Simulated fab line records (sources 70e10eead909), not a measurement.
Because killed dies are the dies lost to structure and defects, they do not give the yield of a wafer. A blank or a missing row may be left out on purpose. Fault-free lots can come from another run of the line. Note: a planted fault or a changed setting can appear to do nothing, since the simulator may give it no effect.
Which of the tools did it? / flow nandHarc / 33 wafers from 11 lots sampled at 4 of the route's 1302 steps

WHAT THE GAUGES READ, wafer by wafer
NHARC_P_STI_OCD_MEAS_17.
lot=L957; measured=day 2 20:53; on=ocd-02; trenchDepthNm (nm)=298.4 300.1 303.8
lot=L959; measured=day 3 15:52; on=ocd-01; trenchDepthNm (nm)=298.8 300.1 297.9
lot=L960; measured=day 4 04:17; on=ocd-02; trenchDepthNm (nm)=304.8 303.8 302.2
lot=L961; measured=day 4 14:50; on=ocd-01; trenchDepthNm (nm)=301.1 299.9 300.8
lot=L963; measured=day 5 08:29; on=ocd-01; trenchDepthNm (nm)=299.9 296.3 299.7
lot=L966; measured=day 6 13:13; on=ocd-02; trenchDepthNm (nm)=299.6 301.3 301.4
lot=L967; measured=day 6 23:14; on=ocd-01; trenchDepthNm (nm)=298.8 304.3 300.6
lot=L968; measured=day 7 10:03; on=ocd-02; trenchDepthNm (nm)=302.2 295.7 294.8
lot=L969; measured=day 7 19:35; on=ocd-01; trenchDepthNm (nm)=303.1 303.6 303.1
lot=L974; measured=day 9 21:59; on=ocd-01; trenchDepthNm (nm)=298.0 298.5 296.2
lot=L978; measured=day 11 14:25; on=ocd-01; trenchDepthNm (nm)=298.2 299.3 177.6

EACH LOT AND THE TOOL THAT RAN IT (in order: tool; ch and the chambers of the sampled wafers; start)
lot=L957; NHARC_P_ZERO_WELL_ETCH_62=rieDiel-10 ch 0,1,2, day 2 20:37 or earlier; NHARC_P_STI_ETCH_31=rieDiel-09 ch 1,3, day 2 20:37 or earlier; NHARC_P_STI_ETCH_15=rieSi-04 ch 1,2,3, day 2 20:37
lot=L959; NHARC_P_ZERO_WELL_ETCH_62=rieDiel-10 ch 0,1,2, day 3 15:37 or earlier; NHARC_P_STI_ETCH_31=rieDiel-08 ch 0,1,3, day 3 15:37 or earlier; NHARC_P_STI_ETCH_15=rieSi-01 ch 0,1,2, day 3 15:37
lot=L960; NHARC_P_ZERO_WELL_ETCH_62=rieDiel-07 ch 0,2,3, day 4 04:01 or earlier; NHARC_P_STI_ETCH_31=rieDiel-09 ch 0,2, day 4 04:01 or earlier; NHARC_P_STI_ETCH_15=rieSi-04 ch 1,2, day 4 04:01
lot=L961; NHARC_P_ZERO_WELL_ETCH_62=rieDiel-07 ch 0,1,2, day 4 14:36 or earlier; NHARC_P_STI_ETCH_31=rieDiel-12 ch 1,2,3, day 4 14:36 or earlier; NHARC_P_STI_ETCH_15=rieSi-04 ch 2,3, day 4 14:36
lot=L963; NHARC_P_ZERO_WELL_ETCH_62=rieDiel-07 ch 1,2, day 5 08:14 or earlier; NHARC_P_STI_ETCH_31=rieDiel-09 ch 1,2, day 5 08:14 or earlier; NHARC_P_STI_ETCH_15=rieSi-01 ch 0,1, day 5 08:14
lot=L966; NHARC_P_ZERO_WELL_ETCH_62=rieDiel-10 ch 0,1,2, day 6 12:59 or earlier; NHARC_P_STI_ETCH_31=rieDiel-12 ch 0,1,2, day 6 12:59 or earlier; NHARC_P_STI_ETCH_15=rieSi-04 ch 0,1,2, day 6 12:59
lot=L967; NHARC_P_ZERO_WELL_ETCH_62=rieDiel-10 ch 0,1,3, day 6 23:01 or earlier; NHARC_P_STI_ETCH_31=rieDiel-09 ch 0,1, day 6 23:01 or earlier; NHARC_P_STI_ETCH_15=rieSi-04 ch 1,2,3, day 6 23:01
lot=L968; NHARC_P_ZERO_WELL_ETCH_62=rieDiel-04 ch 0,1, day 7 09:46 or earlier; NHARC_P_STI_ETCH_31=rieDiel-12 ch 2,3, day 7 09:46 or earlier; NHARC_P_STI_ETCH_15=rieSi-03 ch 0,1,2, day 7 09:46
lot=L969; NHARC_P_ZERO_WELL_ETCH_62=rieDiel-04 ch 0,2, day 7 19:22 or earlier; NHARC_P_STI_ETCH_31=rieDiel-12 ch 0,2, day 7 19:22 or earlier; NHARC_P_STI_ETCH_15=rieSi-04 ch 1,2, day 7 19:22
lot=L974; NHARC_P_ZERO_WELL_ETCH_62=rieDiel-07 ch 0,1,2, day 9 21:42 or earlier; NHARC_P_STI_ETCH_31=rieDiel-12 ch 0,2,3, day 9 21:42 or earlier; NHARC_P_STI_ETCH_15=rieSi-01 ch 2,3, day 9 21:42
lot=L978; NHARC_P_ZERO_WELL_ETCH_62=rieDiel-10 ch 0,2, day 11 14:12 or earlier; NHARC_P_STI_ETCH_31=rieDiel-12 ch 1,2, day 11 14:12 or earlier; NHARC_P_STI_ETCH_15=rieSi-01 ch 0,1,2, day 11 14:12
- NHARC_P_ZERO_WELL_ETCH_62: etches the open film in CHF3/Ar, target depth 13 nm, time 6.5 s.
- NHARC_P_STI_ETCH_31: etches the open film in CF4/CHF3, target depth 108.9 nm, time 54.5 s.
- NHARC_P_STI_ETCH_15: etches the open film in HBr/Cl2, target depth 300 nm, time 100.1 s.

THE ANSWER, worked out from the rows above alone
Rule: the usual values come from the lots themselves. The widest of any qualifying gaps counts: lots, ordered by their means at a reading, are off when they make up no more than a third of the lots, leave a main group of 4 or more, and stand apart from it by 3 or more times the standard deviation of that group's means. The tables above print the reading to a certain number of digits; a main group whose means all agree to those digits is not used. Also off: a lot with no number at a reading for which 4 or more lots have one. Any other lot the step has rows for is counted as sound.
Off: L978 (NHARC_P_STI_OCD_MEAS_17, trenchDepthNm). Mean 300.3 nm and standard deviation 2 in the main group.
If a tool, at a process step before that reading, ran all the lots that are off and no sound lot after the first of them, it fits. Gauges at NHARC_P_STI_OCD_MEAS_17: tried the same way as those tools. Because NHARC_P_ZERO_WELL_ETCH_62 lacks a start for some lots, the hours and order of its lots are taken from NHARC_P_STI_ETCH_15. Because NHARC_P_STI_ETCH_31 lacks a start for some lots, the hours and order of its lots are taken from NHARC_P_STI_ETCH_15. Can't be told from this: 4 tools fit, rieDiel-10 at NHARC_P_ZERO_WELL_ETCH_62, rieDiel-12 at NHARC_P_STI_ETCH_31, rieSi-01 at NHARC_P_STI_ETCH_15, ocd-01 at NHARC_P_STI_OCD_MEAS_17.

WHAT HAD BEEN PUT IN BY THE SIMULATOR
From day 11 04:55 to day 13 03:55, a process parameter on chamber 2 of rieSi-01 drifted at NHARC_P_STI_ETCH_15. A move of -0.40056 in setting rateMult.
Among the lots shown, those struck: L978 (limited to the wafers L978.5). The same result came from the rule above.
